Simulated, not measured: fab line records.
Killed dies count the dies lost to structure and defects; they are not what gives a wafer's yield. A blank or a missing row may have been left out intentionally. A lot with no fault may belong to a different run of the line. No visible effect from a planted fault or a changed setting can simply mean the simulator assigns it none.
2 desks looking at one fault :: flow n5-finfet :: numbers are kept per desk, each desk with only its own; the story behind them comes last

== TOOL OWNER'S DESK, implanter-02 ==
N5_WELL_APT_IMPLANT_14, tool's own readings: per-lot mean of the sampled wafers with a number, covering each lot this tool ran. If a lot's mean is further than 4 standard deviations from the usual mean, the lot is out of limits and carries the mark OUT (the distance appears in the brackets).
Columns: A = dose-ions-cm2 at N5_WELL_APT_IMPLANT_14, usual 1.4997e+13; B = faraday-current-uA at N5_WELL_APT_IMPLANT_14, usual 190
lot: L878
first seen here: day 2 02:31
A: 1.5010e+13
B: 190

lot: L884
first seen here: day 3 14:09
A: 1.4975e+13
B: 191

lot: L885
first seen here: day 3 21:04
A: 1.4989e+13
B: 190

lot: L889
first seen here: day 4 19:57
A: 1.3417e+13 (-99 or more) OUT
B: 173 (-4.5) OUT

lot: L890
first seen here: day 5 01:54
A: 1.3422e+13 (-99 or more) OUT
B: 172 (-4.7) OUT

lot: L891
first seen here: day 5 07:47
A: 1.3433e+13 (-99 or more) OUT
B: 168 (-5.8) OUT
This desk's finding: out of limits on L889, L890, L891; first on L889, day 4 19:57 (dose-ions-cm2 at N5_WELL_APT_IMPLANT_14). L878, L884, L885: within limits.

== AT THE METROLOGY DESK ==
Lot by lot, what the gauges showed, no matter which tool ran the lot: averages of those sampled wafers that carry a number. If a lot's mean is further than 4 standard deviations from the usual mean, the lot is out of limits and carries the mark OUT (the distance appears in the brackets).
Columns: A = cd-nm at N5_ZERO_LAYER_CD_MEAS_11, usual 2000.9 nm; B = cd-nm at N5_WELL_APT_CD_MEAS_25, usual 200.9 nm
lot: L876
first seen here: day 1 12:46
A: 2000.0
B: 201.6

lot: L877
first seen here: day 1 18:39
A: 2004.5
B: 198.4

lot: L878
first seen here: day 2 00:46
A: 2000.8
B: 197.8

lot: L879
first seen here: day 2 06:46
A: 2000.6
B: 202.7

lot: L881
first seen here: day 2 18:46
A: 2000.4
B: 201.1

lot: L883
first seen here: day 3 06:46
A: 2000.6
B: 200.5

lot: L884
first seen here: day 3 12:40
A: 2002.0
B: 201.1

lot: L885
first seen here: day 3 18:48
A: 1999.8
B: 197.2

lot: L889
first seen here: day 4 18:38
A: 1997.2
B: 203.7

lot: L890
first seen here: day 5 00:48
A: 1999.8
B: 199.2

lot: L891
first seen here: day 5 06:40
A: 2002.5
B: 200.8

lot: L896
first seen here: day 6 12:51
A: 2000.6
B: 201.7

lot: L898
first seen here: day 7 00:38
A: 1998.2
B: 204.5
This desk's finding: nothing out of limits on any of the 13 lots.

== PUT TOGETHER ==
At day 4 19:57, on L889, L890, L891, the tool owner's desk was in a position to raise an alarm.
The metrology desk saw nothing out of limits.
The metrology desk holds a record of L889, L890, L891, inside its limits.
N5_WELL_APT_IMPLANT_14 was run on implanter-02 by each of the lots named.

== WHAT HAD BEEN PUT IN BY THE SIMULATOR ==
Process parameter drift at N5_WELL_APT_IMPLANT_14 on implanter-02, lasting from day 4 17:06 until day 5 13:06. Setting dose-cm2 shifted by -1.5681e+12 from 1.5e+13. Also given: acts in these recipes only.
Shown lots that were struck: L889, L890, L891.
Each desk's first reading out of limits, in hours after the fault started: the tool owner's desk, 3.
